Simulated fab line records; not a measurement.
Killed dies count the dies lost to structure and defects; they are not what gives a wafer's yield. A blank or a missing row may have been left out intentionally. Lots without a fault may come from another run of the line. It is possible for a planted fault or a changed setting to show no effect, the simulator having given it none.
Chamber matching | flow nand-harc | pecvd-01 running NHARC_P_M0_PRE_CLEAN_31: 3 sister chambers
The step time 12 s. 3 wafers are shown with their chamber, then 7 later ones without.

== WAFERS, EACH WITH ITS CHAMBER ==
wafer  | chamber | heater-power-w (W)
L766.6 | 1       | 662
L768.4 | 2       | 510
L768.5 | 0       | 645

== WAFERS WITHOUT THEIR CHAMBER ==
wafer  | heater-power-w (W)
L768.6 | 560
L769.3 | 556
L769.4 | 483
L769.6 | 563
L777.1 | 698
L777.2 | 652
L777.5 | 596

== CHAMBER TAKEN BY EACH ==
wafer  | from the rows above          | in truth
L768.6 | can't be placed: 2 or 0 or 1 | 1
L769.3 | can't be placed: 2 or 0 or 1 | 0
L769.4 | 2                            | 2
L769.6 | can't be placed: 2 or 0 or 1 | 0
L777.1 | can't be placed: 1 or 0      | 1
L777.2 | can't be placed: 0 or 1      | 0
L777.5 | can't be placed: 0 or 1 or 2 | 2
1 of 7 placed correctly. These rows do not allow placing 6 (true chamber among the candidates in 6). Number placed wrongly: 0.
How it was worked out, from the rows above alone: a wafer's distance from a chamber is the root of the sum, over the readings, of the square of ((its reading less the chamber's mean) divided by the reading's scatter). The wafer belongs to the nearest chamber; if the next one is less than 2 further off, it can't be placed. The mean given for a chamber averages the wafers shown for that chamber. The scatter: with one shown wafer a chamber, the root of the mean of the squares of how far each hidden wafer lies from its nearest shown one.
